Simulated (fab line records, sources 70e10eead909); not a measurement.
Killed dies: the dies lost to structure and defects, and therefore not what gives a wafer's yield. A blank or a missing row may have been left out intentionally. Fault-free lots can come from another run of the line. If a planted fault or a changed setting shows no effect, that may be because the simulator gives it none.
The tool behind it: which one?	flow nand harc	72 wafers from 24 lots sampled at 6 of the route's 1302 steps

== WHAT THE GAUGES READ, wafer by wafer ==
The record lacks any reading of a measuring or inspecting step that a usual standard deviation could be used to judge.

== TOOL THAT RAN EACH LOT (tool first, then ch and the chambers of the sampled wafers, then the start) ==
lot	NHARC_A_STAIRCASE_ETCH_190	NHARC_A_STAIRCASE_TRIM_193	NHARC_A_STAIRCASE_STRIP_205	NHARC_A_STAIRCASE_ETCH_221	NHARC_A_STAIRCASE_DEP_301	NHARC_A_STAIRCASE_DESCUM_312
L074	rie diel-09 ch 0,1,2, day 15 15:26 or earlier	rie diel-09 ch 0,1,2, day 15 15:26 or earlier	plasma asher-01 ch 0,1, day 15 15:26	rie diel-12 ch 0,3, day 16 19:02 or earlier	pecvd-02 ch 1,2, day 16 19:02	rie diel-13 ch 0,3, day 16 20:00
L075	rie diel-09 ch 0,1,3, day 16 02:32 or earlier	rie diel-09 ch 0,1,3, day 16 02:32 or earlier	plasma asher-02 ch 0,1, day 16 02:32	rie diel-09 ch 0,2,3, day 17 05:03 or earlier	pecvd-03 ch 0,2, day 17 05:03	rie diel-13 ch 0,1,2, day 17 05:55
L077	rie diel-09 ch 0,1,2, day 16 22:11 or earlier	rie diel-09 ch 2,3, day 16 22:11 or earlier	plasma asher-02 ch 0,1, day 16 22:11	rie diel-09 ch 0,1,3, day 17 22:52 or earlier	pecvd-01 ch 1,2, day 17 22:52	rie diel-12 ch 0,2,3, day 17 23:44
L078	rie diel-13 ch 0,1,2, day 16 22:46 or earlier	rie diel-13 ch 0,1,2, day 16 22:46 or earlier	plasma asher-02 ch 0,1, day 16 22:46	rie diel-13 ch 0,1,2, day 17 18:41 or earlier	pecvd-01 ch 0,1,2, day 17 18:41	rie diel-09 ch 0,1,3, day 17 19:41
L076	rie diel-12 ch 1,2,3, day 17 21:11 or earlier	rie diel-12 ch 1,2,3, day 17 21:11 or earlier	plasma asher-02 ch 0,1, day 17 21:11	rie diel-09 ch 1,2,3, day 18 22:25 or earlier	pecvd-01 ch 0,1,2, day 18 22:25	rie diel-09 ch 0,2,3, day 18 23:16
L079	rie diel-13 ch 0,2,3, day 18 03:32 or earlier	rie diel-13 ch 1,2,3, day 18 03:32 or earlier	plasma asher-02 ch 0,1, day 18 03:32	rie diel-13 ch 0,1,2, day 19 01:47 or earlier	pecvd-01 ch 0,1, day 19 01:47	rie diel-13 ch 0,3, day 19 02:46
L080	rie diel-12 ch 0,1,3, day 18 04:48 or earlier	rie diel-12 ch 0,3, day 18 04:48 or earlier	plasma asher-01 ch 0,1, day 18 04:48	rie diel-13 ch 2,3, day 19 07:19 or earlier	pecvd-01 ch 0,2, day 19 07:19	rie diel-09 ch 0,2,3, day 19 08:16
L081	rie diel-13 ch 2,3, day 19 03:42 or earlier	rie diel-13 ch 0,3, day 19 03:42 or earlier	plasma asher-01 ch 0,1, day 19 03:42	rie diel-13 ch 1,2,3, day 19 22:50 or earlier	pecvd-01 ch 1,2, day 19 22:50	rie diel-12 ch 0,1,3, day 19 23:55
L082	rie diel-12 ch 1,3, day 19 04:17 or earlier	rie diel-12 ch 0,3, day 19 04:17 or earlier	plasma asher-02 ch 1, day 19 04:17	rie diel-09 ch 0,2,3, day 20 02:16 or earlier	pecvd-02 ch 0,1, day 20 02:16	rie diel-12 ch 0,3, day 20 03:08
L083	rie diel-12 ch 0,1,2, day 19 14:32 or earlier	rie diel-09 ch 0,1, day 19 14:32	plasma asher-02 ch 0,1, day 19 15:56	rie diel-13 ch 1,2,3, day 20 20:49 or earlier	pecvd-02 ch 0,2, day 20 20:49	rie diel-12 ch 0,2,3, day 20 21:48
L085	rie diel-13 ch 2,3, day 20 08:00 or earlier	rie diel-13 ch 0,2,3, day 20 08:00 or earlier	plasma asher-02 ch 0,1, day 20 08:00	rie diel-13 ch 1,2, day 21 14:16 or earlier	pecvd-03 ch 0,1,2, day 21 14:16	rie diel-13 ch 0,1, day 21 15:14
L084	rie diel-09 ch 1,3, day 20 08:14 or earlier	rie diel-09 ch 0,1,2, day 20 08:14 or earlier	plasma asher-01 ch 0,1, day 20 08:14	rie diel-12 ch 2,3, day 21 16:40 or earlier	pecvd-03 ch 0,1, day 21 16:40	rie diel-13 ch 1,2, day 21 17:32
L086	rie diel-12 ch 0,1, day 21 01:53 or earlier	rie diel-12 ch 0,2, day 21 01:53 or earlier	plasma asher-02 ch 0,1, day 21 01:53	rie diel-09 ch 0,2,3, day 22 05:21 or earlier	pecvd-02 ch 0,1,2, day 22 05:21	rie diel-09 ch 0,1,3, day 22 06:17
L087	rie diel-12 ch 1,2,3, day 21 15:12 or earlier	rie diel-12 ch 1,2,3, day 21 15:12 or earlier	plasma asher-01 ch 0,1, day 21 15:12	rie diel-13 ch 0,1,3, day 22 12:38 or earlier	pecvd-01 ch 1,2, day 22 12:38	rie diel-13 ch 0,1,3, day 22 13:37
L089	rie diel-12 ch 0,1,2, day 22 09:35 or earlier	rie diel-12 ch 1,2,3, day 22 09:35 or earlier	plasma asher-02 ch 0,1, day 22 09:35	rie diel-09 ch 1,2,3, day 23 06:53 or earlier	pecvd-03 ch 0,1, day 23 06:53	rie diel-09 ch 0,1,3, day 23 07:52
L088	rie diel-09 ch 0,1,2, day 22 11:08 or earlier	rie diel-09 ch 0,1,2, day 22 11:08 or earlier	plasma asher-01 ch 0,1, day 22 11:08	rie diel-13 ch 0,3, day 23 07:59 or earlier	pecvd-02 ch 0,1, day 23 07:59	rie diel-13 ch 0,2,3, day 23 08:56
L090	rie diel-09 ch 0,1,3, day 23 05:59 or earlier	rie diel-09 ch 0,1,2, day 23 05:59 or earlier	plasma asher-01 ch 0,1, day 23 05:59	rie diel-13 ch 0,1,2, day 24 09:04 or earlier	pecvd-02 ch 0,1,2, day 24 09:04	rie diel-09 ch 2,3, day 24 09:58
L091	rie diel-12 ch 1,2,3, day 23 07:06 or earlier	rie diel-12 ch 0,1,3, day 23 07:06 or earlier	plasma asher-01 ch 0,1, day 23 07:06	rie diel-12 ch 0,2,3, day 24 07:40 or earlier	pecvd-02 ch 1,2, day 24 07:40	rie diel-13 ch 0,1,3, day 24 08:38
L092	rie diel-13 ch 1,2, day 23 18:27 or earlier	rie diel-13 ch 0,3, day 23 18:27 or earlier	plasma asher-01 ch 0, day 23 18:27	rie diel-12 ch 1,2,3, day 24 22:02 or earlier	pecvd-01 ch 0,1,2, day 24 22:02	rie diel-13 ch 1,3, day 24 22:51
L095	rie diel-12 ch 2,3, day 24 11:02 or earlier	rie diel-12 ch 0,2, day 24 11:02 or earlier	plasma asher-02 ch 0,1, day 24 11:02	rie diel-12 ch 2,3, day 25 10:22 or earlier	pecvd-02 ch 0,1,2, day 25 10:22	rie diel-09 ch 1,2,3, day 25 11:20
L094	rie diel-09 ch 0,1, day 24 17:11 or earlier	rie diel-09 ch 0,1,3, day 24 17:11 or earlier	plasma asher-01 ch 0,1, day 24 17:11	rie diel-12 ch 0,3, day 25 12:14 or earlier	pecvd-01 ch 0,1, day 25 12:14	rie diel-13 ch 0,1,2, day 25 13:11
L093	rie diel-13 ch 0,2,3, day 24 22:26 or earlier	rie diel-13 ch 0,3, day 24 22:26 or earlier	plasma asher-02 ch 0,1, day 24 22:26	rie diel-12 ch 2,3, day 25 22:23 or earlier	pecvd-01 ch 0,2, day 25 22:23	rie diel-09 ch 2,3, day 25 23:16
L096	rie diel-09 ch 0,1, day 25 02:37 or earlier	rie diel-09 ch 0,2,3, day 25 02:37 or earlier	plasma asher-01 ch 0,1, day 25 02:37	rie diel-09 ch 2,3, day 26 02:20 or earlier	pecvd-03 ch 0,2, day 26 02:20	rie diel-12 ch 0,2,3, day 26 03:17
L097	rie diel-09 ch 1,2,3, day 25 10:27 or earlier	rie diel-09 ch 1,2,3, day 25 10:27 or earlier	plasma asher-02 ch 0,1, day 25 10:27	rie diel-12 ch 1,2,3, day 26 09:28 or earlier	pecvd-01 ch 0,2, day 26 09:28	rie diel-12 ch 2,3, day 26 10:19
- NHARC_A_STAIRCASE_ETCH_190: etches the open film in C4F8/O2, target depth 100 nm, time 40.5 s.
- NHARC_A_STAIRCASE_TRIM_193: chemistry O2, time 211.2 s.
- NHARC_A_STAIRCASE_STRIP_205: strips in O2.
- NHARC_A_STAIRCASE_ETCH_221: etches the open film in C4F8/O2, target depth 100 nm, time 40.5 s.
- NHARC_A_STAIRCASE_DEP_301: deposits SiON, target thk 30 nm.
- NHARC_A_STAIRCASE_DESCUM_312: chemistry O2, time 3 s.

== AS READ BY THE TOOLS THEMSELVES (means over the sampled wafers that have a number; for cases with no such wafer, the mark the record gives instead) ==
NHARC_A_STAIRCASE_ETCH_190. Usual: oes product au 0.946 a.u., standard deviation 0.0092; rf fwd power W 591.7 W, standard deviation 2.6; rf vpp V 896 V, standard deviation 5.8.
lot	tool	oes product au (a.u.)	rf fwd power W (W)	rf vpp V (V)	flag
L074	rie diel-09	0.953	591.7	894	
L075	rie diel-09	0.940	590.8	895	
L077	rie diel-09	0.953	591.1	894	
L078	rie diel-13	0.933	593.6	892	
L076	rie diel-12	0.948	590.7	896	
L079	rie diel-13	0.954	590.2	893	
L080	rie diel-12	0.945	592.5	895	
L081	rie diel-13	0.955	591.1	894	
L082	rie diel-12	0.951	592.6	899	
L083	rie diel-12	0.946	591.9	891	
L085	rie diel-13	0.956	591.3	893	
L084	rie diel-09	0.951	587.9	895	
L086	rie diel-12	0.946	591.2	902	
L087	rie diel-12	0.949	590.5	896	
L089	rie diel-12	0.950	590.8	896	
L088	rie diel-09	0.941	591.4	899	
L090	rie diel-09	0.938	589.9	899	
L091	rie diel-12	0.941	591.1	894	
L092	rie diel-13	0.948	592.1	892	
L095	rie diel-12	0.940	589.7	898	
L094	rie diel-09	0.937	590.9	898	
L093	rie diel-13	0.952	594.2	892	
L096	rie diel-09	0.951	590.1	900	
L097	rie diel-09	0.941	590.6	901	

NHARC_A_STAIRCASE_TRIM_193. Usual: drypump motor current A 5.7 A, standard deviation 0.61; oes product au 1.001 a.u., standard deviation 0.0072; rf vpp V 57.8 V, standard deviation 0.9; showerhead plenum p Torr 3.52 Torr, standard deviation 0.16; throttle valve pct 17.036 %, standard deviation 0.0084.
lot	tool	drypump motor current A (A)	oes product au (a.u.)	rf vpp V (V)	showerhead plenum p Torr (Torr)	throttle valve pct (%)	flag
L074	rie diel-09	5.5	0.998	57.1	3.47	17.034	
L075	rie diel-09	5.7	0.998	57.9	3.49	17.030	
L077	rie diel-09	6.2	0.995	58.3	3.64	17.040	
L078	rie diel-13	5.8	1.013	57.7	3.42	17.034	
L076	rie diel-12	5.8	1.003	57.2	3.53	17.039	
L079	rie diel-13	5.3	1.004	57.5	3.50	17.044	
L080	rie diel-12	5.9	1.002	57.1	3.57	17.026	
L081	rie diel-13	6.0	1.004	58.1	3.46	17.032	
L082	rie diel-12	5.9	1.000	58.0	3.57	17.032	
L083	rie diel-09	5.4	0.993	57.3	3.35	17.039	
L085	rie diel-13	5.8	1.004	58.3	3.45	17.038	
L084	rie diel-09	5.5	1.006	57.2	3.44	17.040	
L086	rie diel-12	5.9	1.000	58.6	3.51	17.039	
L087	rie diel-12	5.9	0.999	57.9	3.51	17.033	
L089	rie diel-12	5.9	1.003	57.6	3.51	17.033	
L088	rie diel-09	5.5	0.998	58.2	3.62	17.032	
L090	rie diel-09	5.5	1.001	58.2	3.61	17.033	
L091	rie diel-12	5.3	0.996	58.5	3.65	17.032	
L092	rie diel-13	5.5	0.996	57.8	3.53	17.040	
L095	rie diel-12	5.5	1.000	58.3	3.64	17.031	
L094	rie diel-09	5.7	1.000	58.0	3.64	17.035	
L093	rie diel-13	6.0	1.003	57.2	3.43	17.038	
L096	rie diel-09	5.8	1.007	56.9	3.56	17.029	
L097	rie diel-09	5.9	1.007	58.6	3.66	17.038	

NHARC_A_STAIRCASE_STRIP_205. Usual: drypump motor current A 5.5 A, standard deviation 0.58; heater power w 337 W, standard deviation 17.
lot	tool	drypump motor current A (A)	heater power w (W)	flag
L074	plasma asher-01	6.0	332	
L075	plasma asher-02	5.4	342	
L077	plasma asher-02	5.3	333	
L078	plasma asher-02	5.4	348	
L076	plasma asher-02	5.4	343	
L079	plasma asher-02	5.3	331	
L080	plasma asher-01	6.0	336	
L081	plasma asher-01	6.0	327	
L082	plasma asher-02	5.2	329	
L083	plasma asher-02	5.4	349	
L085	plasma asher-02	5.3	346	
L084	plasma asher-01	5.4	333	
L086	plasma asher-02	5.3	339	
L087	plasma asher-01	5.4	337	
L089	plasma asher-02	5.4	348	
L088	plasma asher-01	6.0	328	
L090	plasma asher-01	5.4	337	
L091	plasma asher-01	5.4	340	
L092	plasma asher-01	4.9	346	
L095	plasma asher-02	5.4	352	
L094	plasma asher-01	6.0	331	
L093	plasma asher-02	5.4	347	
L096	plasma asher-01	5.4	343	
L097	plasma asher-02	5.4	347	

NHARC_A_STAIRCASE_ETCH_221. Usual: oes product au 0.943 a.u., standard deviation 0.012; rf fwd power W 592.0 W, standard deviation 2.6; rf vpp V 895 V, standard deviation 5.7.
lot	tool	oes product au (a.u.)	rf fwd power W (W)	rf vpp V (V)	flag
L074	rie diel-12	0.932	591.9	897	
L075	rie diel-09	0.937	591.9	898	
L077	rie diel-09	0.940	591.0	895	
L078	rie diel-13	0.939	594.7	892	
L076	rie diel-09	0.923	590.3	895	
L079	rie diel-13	0.955	593.4	892	
L080	rie diel-13	0.940	591.1	893	
L081	rie diel-13	0.951	592.6	894	
L082	rie diel-09	0.940	591.8	898	
L083	rie diel-13	0.929	592.0	895	
L085	rie diel-13	0.949	590.9	893	
L084	rie diel-12	0.945	590.1	894	
L086	rie diel-09	0.949	591.7	897	
L087	rie diel-13	0.955	592.8	894	
L089	rie diel-09	0.940	593.3	902	
L088	rie diel-13	0.946	592.7	892	
L090	rie diel-13	0.953	591.7	891	
L091	rie diel-12	0.953	590.1	899	
L092	rie diel-12	0.949	591.1	894	
L095	rie diel-12	0.954	590.0	894	
L094	rie diel-12	0.940	591.1	903	
L093	rie diel-12	0.951	591.6	894	
L096	rie diel-09	0.932	593.2	897	
L097	rie diel-12	0.920	590.5	895	

NHARC_A_STAIRCASE_DEP_301. Usual: heater power w 796 W, standard deviation 140; rf fwd power W 348.5 W, standard deviation 1.1.
lot	tool	heater power w (W)	rf fwd power W (W)	flag
L074	pecvd-02	731	347.9	
L075	pecvd-03	665	347.5	
L077	pecvd-01	925	348.3	
L078	pecvd-01	885	348.6	
L076	pecvd-01	839	348.7	
L079	pecvd-01	747	350.6	
L080	pecvd-01	872	347.5	
L081	pecvd-01	907	349.6	
L082	pecvd-02	739	347.3	
L083	pecvd-02	952	348.0	
L085	pecvd-03	705	348.7	
L084	pecvd-03	648	348.6	
L086	pecvd-02	835	348.2	
L087	pecvd-01	886	347.7	
L089	pecvd-03	735	347.3	
L088	pecvd-02	680	348.6	
L090	pecvd-02	797	348.5	
L091	pecvd-02	709	347.9	
L092	pecvd-01	849	348.8	
L095	pecvd-02	762	348.4	
L094	pecvd-01	841	348.8	
L093	pecvd-01	813	349.2	
L096	pecvd-03	602	347.3	
L097	pecvd-01	746	348.3	

NHARC_A_STAIRCASE_DESCUM_312. Usual: drypump motor current A 5.7 A, standard deviation 0.6; oes product au 1.003 a.u., standard deviation 0.0073; rf vpp V 57.9 V, standard deviation 0.84; showerhead plenum p Torr 1.91 Torr, standard deviation 0.088; throttle valve pct 11.312 %, standard deviation 0.0096.
lot	tool	drypump motor current A (A)	oes product au (a.u.)	rf vpp V (V)	showerhead plenum p Torr (Torr)	throttle valve pct (%)	flag
L074	rie diel-13	5.5	1.006	57.9	1.93	11.312	
L075	rie diel-13	5.8	1.007	57.0	1.85	11.314	
L077	rie diel-12	5.9	1.010	58.3	1.87	11.318	
L078	rie diel-09	5.7	1.000	57.8	1.89	11.314	
L076	rie diel-09	5.8	1.002	58.3	1.94	11.311	
L079	rie diel-13	6.0	1.004	57.9	1.87	11.298	
L080	rie diel-09	5.8	1.002	57.6	1.94	11.319	
L081	rie diel-12	5.4	1.003	58.6	1.99	11.314	
L082	rie diel-12	5.4	1.004	58.2	2.06	11.319	
L083	rie diel-12	5.9	0.994	58.0	1.97	11.318	
L085	rie diel-13	6.0	1.007	57.8	1.83	11.313	
L084	rie diel-13	5.4	1.011	58.6	1.86	11.313	
L086	rie diel-09	5.7	1.007	58.9	1.98	11.318	
L087	rie diel-13	5.5	1.011	57.4	1.88	11.314	
L089	rie diel-09	5.7	1.004	58.2	1.98	11.314	
L088	rie diel-13	5.7	1.002	57.8	1.86	11.312	
L090	rie diel-09	6.0	0.991	58.3	1.94	11.310	
L091	rie diel-13	5.6	1.003	58.1	1.88	11.320	
L092	rie diel-13	5.1	0.997	57.9	1.94	11.301	
L095	rie diel-09	5.9	1.005	57.8	1.99	11.324	
L094	rie diel-13	5.8	1.003	57.5	1.82	11.304	
L093	rie diel-09	6.3	1.001	58.5	1.96	11.312	
L096	rie diel-12	5.9	0.997	57.6	1.96	11.305	
L097	rie diel-12	6.3	1.004	57.7	1.94	11.307	

== THE ANSWER, worked out from the rows above alone ==
Rule: a lot is off if the mean of its wafers that have a number lies more than 3 standard deviations from the usual mean. Also off: a lot with no number at a reading for which 4 or more lots have one. The other lots that the step has rows for count as sound. First the gauges in route order, then the tools' own readings, where a lot's mean is used as printed above. At the first step where some lot is off, the reading lying furthest off is the one used; lots without a number count as furthest.
No lot is off on any of the readings shown, so nothing can be concluded from this.

== WHAT THE SIMULATOR HAD PUT IN ==
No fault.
